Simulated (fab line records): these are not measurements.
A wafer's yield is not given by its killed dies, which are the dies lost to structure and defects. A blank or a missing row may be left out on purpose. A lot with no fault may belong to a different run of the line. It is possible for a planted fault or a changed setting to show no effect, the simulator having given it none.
3 desks looking at one fault || flow n5Finfet || every desk sees just its own numbers, and what lay behind them comes last

AT THE TOOL OWNER'S DESK: pvdSputter-03
The tool's own readings at N5_BEOL_M7_HM_DEP_02 (deposits TiN, target thk 20 nm): means of the sampled wafers that have a number, for each lot that ran on this tool. Marked OUT: a lot whose mean sits more than 4 standard deviations from the usual mean, which makes it out of limits; the brackets give that distance.
Columns: A = throttleValvePct at N5_BEOL_M7_HM_DEP_02, usual 30.3 %
{"lot": "L589", "first seen here": "day 9 01:23", "A": 29.8}
{"lot": "L598", "first seen here": "day 12 00:25", "A": 29.8}
{"lot": "L599", "first seen here": "day 12 00:40", "A": 30.4}
Finding of this desk: none of the 3 lots has anything out of limits.

THE DEFECT DESK
For each lot, the counts of the inspections along the route, averaged over the sampled wafers that have a number. Marked OUT: a lot whose mean sits more than 4 standard deviations from the usual mean, which makes it out of limits; the brackets give that distance.
Columns: A = rawDefectCount at N5_BEOL_M6_INSPECT_58, usual 76; B = rawDefectCount at N5_BEOL_M7_INSPECT_13, usual 425
{"lot": "L589", "first seen here": "day 9 00:32", "A": 88, "B": 407}
{"lot": "L593", "first seen here": "day 10 07:14", "A": 69, "B": 341}
{"lot": "L598", "first seen here": "day 11 23:17", "A": 73, "B": "1229 (+9.2) OUT"}
{"lot": "L599", "first seen here": "day 11 23:40", "A": 84, "B": "1005 (+6.7) OUT"}
{"lot": "L601", "first seen here": "day 12 05:13", "A": 108, "B": 526}
{"lot": "L606", "first seen here": "day 13 05:47", "A": 75, "B": 578}
This desk's finding: out of limits on L598, L599; first on L598, day 12 00:58 (rawDefectCount at N5_BEOL_M7_INSPECT_13). L589, L593, L601, L606 stayed within limits.

FROM THE METROLOGY DESK
What the gauges read for every lot (on any tool): the sampled wafers with a number, averaged. Marked OUT: a lot whose mean sits more than 4 standard deviations from the usual mean, which makes it out of limits; the brackets give that distance.
Columns: A = M6_THK at N5_BEOL_M6_THK_MEAS_53, usual 78.5 nm; B = M6_RS at N5_BEOL_M6_RS_MEAS_57, usual 0.287 ohm/sq; C = M7_ILD_THK at N5_BEOL_M7_THK_MEAS_01, usual 155.4 nm; D = cdNm at N5_BEOL_M7_CD_MEAS_11, usual 38.5 nm; E = M7_OVL at N5_BEOL_M7_OVL_MEAS_12, usual 0.2 nm
{"lot": "L589", "first seen here": "day 9 00:20", "A": 79.3, "B": 0.281, "C": 153.6, "D": 38.7, "E": 0.1}
{"lot": "L593", "first seen here": "day 10 07:05", "A": 77.4, "B": 0.290, "C": 154.8, "D": 38.2, "E": -0.6}
{"lot": "L598", "first seen here": "day 11 23:07", "A": 81.5, "B": 0.275, "C": 155.1, "D": 38.1, "E": -0.3}
{"lot": "L599", "first seen here": "day 11 23:30", "A": 79.1, "B": 0.287, "C": 156.8, "D": 39.2, "E": 0.4}
{"lot": "L601", "first seen here": "day 12 05:04", "A": 78.8, "B": 0.285, "C": 154.1, "D": 38.9, "E": 0.7}
{"lot": "L606", "first seen here": "day 13 05:37", "A": 80.1, "B": 0.280, "C": 154.8, "D": 38.6, "E": -0.0}
Finding of this desk: none of the 6 lots has anything out of limits.

BROUGHT TOGETHER
The defect desk could have raised an alarm at day 12 00:58, on L598, L599.
Nothing out of limits was seen by the tool owner's desk.
Metrology desk: nothing out of limits seen.
On record at the tool owner's desk: L598, L599, within its limits.
The metrology desk has L598, L599 on record, within its limits.
Of the lots named, all ran N5_BEOL_M7_HM_DEP_02 on pvdSputter-03.

WHAT THE SIMULATOR HAD PUT IN
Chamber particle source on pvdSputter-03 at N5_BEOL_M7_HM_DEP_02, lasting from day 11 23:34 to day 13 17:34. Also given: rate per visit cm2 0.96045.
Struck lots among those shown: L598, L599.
Hours from the fault's start to each desk's first reading out of limits: the defect desk, 1.
